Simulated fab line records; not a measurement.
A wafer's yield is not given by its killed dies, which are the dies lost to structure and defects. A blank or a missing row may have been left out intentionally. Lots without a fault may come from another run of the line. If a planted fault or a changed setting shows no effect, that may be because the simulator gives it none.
Chamber matching    flow n5_finfet    N5_BEOL_M3_ETCH_69 on rie_diel-03 has 4 sister chambers
The step etches SiARC in CF4, target depth 15.6 nm, time 26 s. 20 wafers are shown with their chamber, then 10 later ones without.

## WAFERS PAIRED WITH THEIR CHAMBERS
wafer   chamber  showerhead_plenum_p_Torr (Torr)  throttle_valve_pct (%)  drypump_motor_current_A (A)
L074.2  3        2.00                             15.44                   5.2
L074.5  2        2.22                             15.50                   5.1
L074.6  3        2.00                             15.45                   5.2
L077.1  3        1.99                             15.46                   5.2
L077.3  1        2.22                             15.48                   5.4
L077.5  2        2.22                             15.50                   5.2
L076.2  0        2.20                             15.59                   5.4
L076.4  1        2.22                             15.49                   5.4
L076.6  0        2.20                             15.59                   5.4
L079.1  1        2.21                             15.49                   5.5
L079.4  2        2.22                             15.51                   5.2
L079.6  3        1.99                             15.47                   5.2
L078.1  0        2.20                             15.60                   5.3
L078.3  3        1.99                             15.47                   5.2
L078.6  3        1.99                             15.47                   5.2
L085.2  1        2.21                             15.50                   5.4
L085.4  3        1.99                             15.47                   5.2
L085.6  0        2.20                             15.63                   5.4
L088.2  1        2.21                             15.52                   5.4
L088.3  3        1.99                             15.50                   5.2

SIGNATURES (means of the wafers above)
reading                   chamber 0  chamber 1  chamber 2  chamber 3  scatter within a chamber
showerhead_plenum_p_Torr  2.2000     2.2140     2.2200     1.9925     0.00411
throttle_valve_pct        15.6025    15.4960    15.5033    15.4663    0.0163
drypump_motor_current_A   5.375      5.420      5.167      5.200      0.0372
Rule: for each reading, subtract the chamber's mean from the wafer's reading, divide by that reading's scatter and square the result; add these up over the readings and take the root, which gives the wafer's distance from the chamber. The wafer belongs to the nearest chamber; if the next one is less than 2 further off, it can't be placed. The scatter is the square root of a quotient: the sum, over the shown wafers, of each reading's squared deviation from its chamber's mean, divided by wafers minus chambers.

## WAFERS WITH NO CHAMBER GIVEN
wafer   showerhead_plenum_p_Torr (Torr)  throttle_valve_pct (%)  drypump_motor_current_A (A)
L088.5  2.21                             15.55                   5.1
L095.1  2.21                             15.56                   5.1
L095.3  2.20                             15.56                   5.4
L095.4  1.98                             15.53                   5.2
L096.2  2.20                             15.55                   5.4
L096.3  2.19                             15.16                   5.4
L096.6  2.21                             15.57                   5.2
L097.1  2.20                             15.55                   5.4
L097.4  2.21                             15.59                   5.2
L097.5  2.21                             15.59                   5.1

## WHICH CHAMBER EACH ONE RAN IN
wafer    from the rows above       in truth
L088.5   2                         2
L095.1   2                         2
L095.3   0                         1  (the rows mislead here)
L095.4   3                         3
L096.2   can't be placed: 0 or 1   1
L096.3   can't be placed: 1 or 2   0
L096.6   can't be placed: 2 or 0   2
L097.1   can't be placed: 0 or 1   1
L097.4   can't be placed: 0 or 2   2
L097.5   can't be placed: 2 or 0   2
Correct placement for 3 of the 10. Cannot be placed on the basis of these rows: 6; the candidates contain the true chamber in 5. Wrongly placed: 1.
